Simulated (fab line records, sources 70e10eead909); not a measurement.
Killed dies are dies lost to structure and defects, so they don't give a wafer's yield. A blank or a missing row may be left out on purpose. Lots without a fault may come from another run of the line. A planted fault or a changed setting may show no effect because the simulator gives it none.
Which tool did it? | flow nand_harc | 12 lots, 34 wafers sampled, at 4 steps of a route of 1159

WHAT THE GAUGES READ, wafer by wafer
The record holds no reading of a measuring or inspecting step that can be judged against a usual standard deviation.

WHICH TOOL RAN EACH LOT (tool, then ch and the chambers of the sampled wafers, then the start)
lot  | NHARC_A_BONDPAD_CMP_19        | NHARC_THIN_TSV_ETCHBACK_48         | NHARC_THIN_TSV_STRIP_62              | NHARC_THIN_TSV_CMP_21
L683 | cmp-02 ch 0,2,3, day 17 12:26 | rie_diel-07 ch 0,1,2, day 18 06:52 | plasma_asher-02 ch 0,1, day 18 07:17 | cmp-03 ch 1,2,3, day 18 09:01
L686 | cmp-04 ch 0,1,3, day 18 10:36 | rie_diel-07 ch 0,3, day 19 07:25   | plasma_asher-02 ch 0,1, day 19 07:49 | cmp-02 ch 0,1, day 19 09:32
L687 | cmp-04 ch 1,2,3, day 18 16:28 | rie_diel-02 ch 1,2,3, day 19 09:29 | plasma_asher-02 ch 0,1, day 19 10:01 | cmp-02 ch 0,2,3, day 19 11:44
L688 | cmp-01 ch 0,2,3, day 18 20:53 | rie_diel-07 ch 0,1,3, day 19 11:04 | plasma_asher-01 ch 0,1, day 19 11:27 | cmp-04 ch 0,2,3, day 19 13:08
L690 | cmp-04 ch 0,2,3, day 19 09:37 | rie_diel-04 ch 1,3, day 20 03:07   | plasma_asher-02 ch 0,1, day 20 04:18 | cmp-03 ch 1,2,3, day 20 06:25
L691 | cmp-04 ch 0,1,3, day 20 10:56 | rie_diel-02 ch 0,2,3, day 21 01:34 | plasma_asher-01 ch 0,1, day 21 02:08 | cmp-02 ch 0,1,2, day 21 03:50
L693 | cmp-02 ch 0,1,3, day 21 02:18 | rie_diel-07 ch 0,1,3, day 21 17:42 | plasma_asher-02 ch 0,1, day 21 18:05 | cmp-02 ch 1,2,3, day 21 19:52
L695 | cmp-04 ch 0,3, day 21 02:59   | rie_diel-02 ch 0,1,2, day 21 19:15 | plasma_asher-02 ch 0,1, day 21 19:39 | cmp-04 ch 0,2, day 21 21:20
L698 | cmp-01 ch 0,1,3, day 22 08:59 | rie_diel-04 ch 1,2,3, day 23 00:46 | plasma_asher-02 ch 0,1, day 23 01:13 | cmp-04 ch 1,2,3, day 23 02:55
L702 | cmp-02 ch 0,1, day 22 14:14   | rie_diel-04 ch 2,3, day 23 05:48   | plasma_asher-02 ch 0,1, day 23 06:05 | cmp-04 ch 1, day 23 07:49
L706 | cmp-01 ch 0,1,2, day 23 14:21 | rie_diel-02 ch 0,1,2, day 24 05:02 | plasma_asher-01 ch 0,1, day 24 05:25 | cmp-03 ch 0,2,3, day 24 07:08
L704 | cmp-02 ch 1,2, day 23 17:37   | rie_diel-04 ch 2,3, day 24 08:52   | plasma_asher-01 ch 1, day 24 09:16   | cmp-03 ch 0,1, day 24 10:58
- NHARC_A_BONDPAD_CMP_19: polishes, t overpolish 30 s, cu recess touch 16 s, target thk 169.8 nm.
- NHARC_THIN_TSV_ETCHBACK_48: etches the open film in C4F8/Ar, target depth 1028.5 nm, time 405.17 s.
- NHARC_THIN_TSV_STRIP_62: strips in N2/H2, time 20 s.
- NHARC_THIN_TSV_CMP_21: polishes, t overpolish 30 s, target thk 2000 nm.

WHAT THE TOOLS THEMSELVES READ (means of the sampled wafers that have a number; where no wafer has one, the mark that the record gives instead)
NHARC_A_BONDPAD_CMP_19. Usual: motor_current_A 12.6 A, standard deviation 1.1; overpolish_run_s 30.000 s, standard deviation 0.0088; pad_life_wafers 262, standard deviation 140.
lot  | tool   | motor_current_A (A) | overpolish_run_s (s) | pad_life_wafers | flag
L683 | cmp-02 | 12.4                | 30.001               | 373             |
L686 | cmp-04 | 13.1                | 29.995               | 63              |
L687 | cmp-04 | 13.2                | 30.001               | 109             |
L688 | cmp-01 | 12.4                | 29.999               | 278             |
L690 | cmp-04 | 12.4                | 29.996               | 205             |
L691 | cmp-04 | 12.5                | 29.997               | 343             |
L693 | cmp-02 | 11.6                | 30.007               | 284             |
L695 | cmp-04 | 12.2                | 29.993               | 396             |
L698 | cmp-01 | 12.6                | 30.003               | 188             |
L702 | cmp-02 | 11.2                | 29.994               | 537             |
L706 | cmp-01 | 12.9                | 30.007               | 374             |
L704 | cmp-02 | 11.6                | 30.011               | 86              |

NHARC_THIN_TSV_ETCHBACK_48. Usual: bias_w 300.1 W, standard deviation 0.89; oes_product_au 0.95 a.u., standard deviation 0.03; rf_vpp_V 547 V, standard deviation 3.6.
lot  | tool        | bias_w (W) | oes_product_au (a.u.) | rf_vpp_V (V) | flag
L683 | rie_diel-07 | 299.5      | 0.99                  | 546          |
L686 | rie_diel-07 | 299.6      | 0.93                  | 550          |
L687 | rie_diel-02 | 300.5      | 0.93                  | 549          |
L688 | rie_diel-07 | 299.4      | 0.92                  | 547          |
L690 | rie_diel-04 | 300.4      | 0.92                  | 543          |
L691 | rie_diel-02 | 300.7      | 0.93                  | 548          |
L693 | rie_diel-07 | 301.0      | 0.92                  | 547          |
L695 | rie_diel-02 | 299.9      | 0.93                  | 547          |
L698 | rie_diel-04 | 299.3      | 1.00                  | 546          |
L702 | rie_diel-04 | 299.5      | 0.92                  | 546          |
L706 | rie_diel-02 | 300.8      | 0.97                  | 547          |
L704 | rie_diel-04 | 299.6      | 0.93                  | 545          |

NHARC_THIN_TSV_STRIP_62. Usual: drypump_motor_current_A 5.57 A, standard deviation 0.14; heater_power_w 305 W, standard deviation 28.
lot  | tool            | drypump_motor_current_A (A) | heater_power_w (W) | flag
L683 | plasma_asher-02 | 5.50                        | 291                |
L686 | plasma_asher-02 | 5.52                        | 284                |
L687 | plasma_asher-02 | 5.49                        | 294                |
L688 | plasma_asher-01 | 5.66                        | 349                |
L690 | plasma_asher-02 | 5.48                        | 291                |
L691 | plasma_asher-01 | 5.75                        | 310                |
L693 | plasma_asher-02 | 5.48                        | 297                |
L695 | plasma_asher-02 | 5.51                        | 290                |
L698 | plasma_asher-02 | 5.49                        | 288                |
L702 | plasma_asher-02 | 5.47                        | 293                |
L706 | plasma_asher-01 | 5.77                        | 307                |
L704 | plasma_asher-01 | 5.86                        | 292                |

NHARC_THIN_TSV_CMP_21. Usual: motor_current_A 12.7 A, standard deviation 1.1; overpolish_run_s 29.999 s, standard deviation 0.0094; pad_life_wafers 216, standard deviation 130.
lot  | tool   | motor_current_A (A) | overpolish_run_s (s) | pad_life_wafers | flag
L683 | cmp-03 | 12.8                | 30.002               | 349             |
L686 | cmp-02 | 11.2                | 29.998               | 97              |
L687 | cmp-02 | 12.7                | 29.999               | 121             |
L688 | cmp-04 | 12.7                | 29.997               | 230             |
L690 | cmp-03 | 12.4                | 30.003               | 38              |
L691 | cmp-02 | 11.7                | 30.010               | 290             |
L693 | cmp-02 | 12.3                | 29.993               | 398             |
L695 | cmp-04 | 11.8                | 30.006               | 2               |
L698 | cmp-04 | 13.4                | 29.998               | 224             |
L702 | cmp-04 | 13.3                | 29.987               | 240             |
L706 | cmp-03 | 12.3                | 29.997               | 49              |
L704 | cmp-03 | 13.2                | 30.002               | 68              |

THE ANSWER, worked out from the rows above alone
Rule: a lot is off if the mean of its wafers that have a number lies more than 3 standard deviations from the usual mean. A lot without any number at a reading at which 4 lots or more have one is off too. The other lots that the step has rows for count as sound. The gauges are gone through in route order, then the tools' own readings, and for those a lot's mean is taken as printed above. The first step at which some lot is off is used, and at that step the reading that is off furthest; a lot without a number counts as furthest.
No lot is off at any reading shown: from this, nothing can be told.

WHAT THE SIMULATOR HAD PUT IN
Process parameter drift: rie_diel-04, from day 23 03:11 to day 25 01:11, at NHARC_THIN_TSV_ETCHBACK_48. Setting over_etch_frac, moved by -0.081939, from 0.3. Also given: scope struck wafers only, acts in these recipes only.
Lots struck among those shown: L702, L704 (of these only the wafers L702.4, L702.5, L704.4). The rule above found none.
